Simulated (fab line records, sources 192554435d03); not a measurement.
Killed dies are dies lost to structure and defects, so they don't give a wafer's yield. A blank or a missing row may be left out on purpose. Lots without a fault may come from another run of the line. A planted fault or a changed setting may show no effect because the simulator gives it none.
Chamber matching | flow n5_finfet | N5_BEOL_M8_CURE_74 on uv_cure-03: 3 sister chambers
The step cures SiCOH lowk, time 240 s. 5 wafers are shown with their chamber, then 8 later ones without.

WAFERS WITH THEIR CHAMBER
wafer  | chamber | wafer_temp_C_max | lamp_power_pct (%)
L082.3 | 2       | 386.3            | 52.31
L082.6 | 2       | 386.2            | 52.40
L092.4 | 1       | 386.2            | 52.29
L092.6 | 1       | 386.2            | 52.28
L090.2 | 0       | 386.9            | 52.27

WAFERS WITHOUT THEIR CHAMBER
wafer  | wafer_temp_C_max | lamp_power_pct (%)
L090.5 | 386.6            | 52.39
L090.6 | 386.7            | 52.27
L093.3 | 386.2            | 52.27
L093.4 | 386.6            | 52.31
L093.6 | 386.5            | 52.35
L096.2 | 386.2            | 52.41
L096.4 | 386.1            | 52.48
L096.5 | 386.0            | 52.29

WHICH CHAMBER EACH WENT THROUGH
wafer  | from the rows above          | in truth
L090.5 | can't be placed: 0 or 2 or 1 | 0
L090.6 | 0                            | 0
L093.3 | can't be placed: 1 or 2      | 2
L093.4 | can't be placed: 0 or 2 or 1 | 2
L093.6 | can't be placed: 2 or 1      | 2
L096.2 | can't be placed: 2 or 1      | 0
L096.4 | can't be placed: 2 or 1      | 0
L096.5 | can't be placed: 1 or 2      | 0
Placed correctly: 1 of 8. Can't be placed from these rows: 7 (the true chamber is among the candidates in 4). Placed wrongly: 0.
How it was worked out, from the rows above alone: a wafer's distance from a chamber is the root of the sum, over the readings, of the square of ((its reading less the chamber's mean) divided by the reading's scatter). The wafer belongs to the nearest chamber; if the next one is less than 2 further off, it can't be placed. A chamber's mean is the mean of its shown wafers. The scatter: the root of (the sum of the squares of (reading less its chamber's mean) over the shown wafers, divided by (wafers less chambers)).
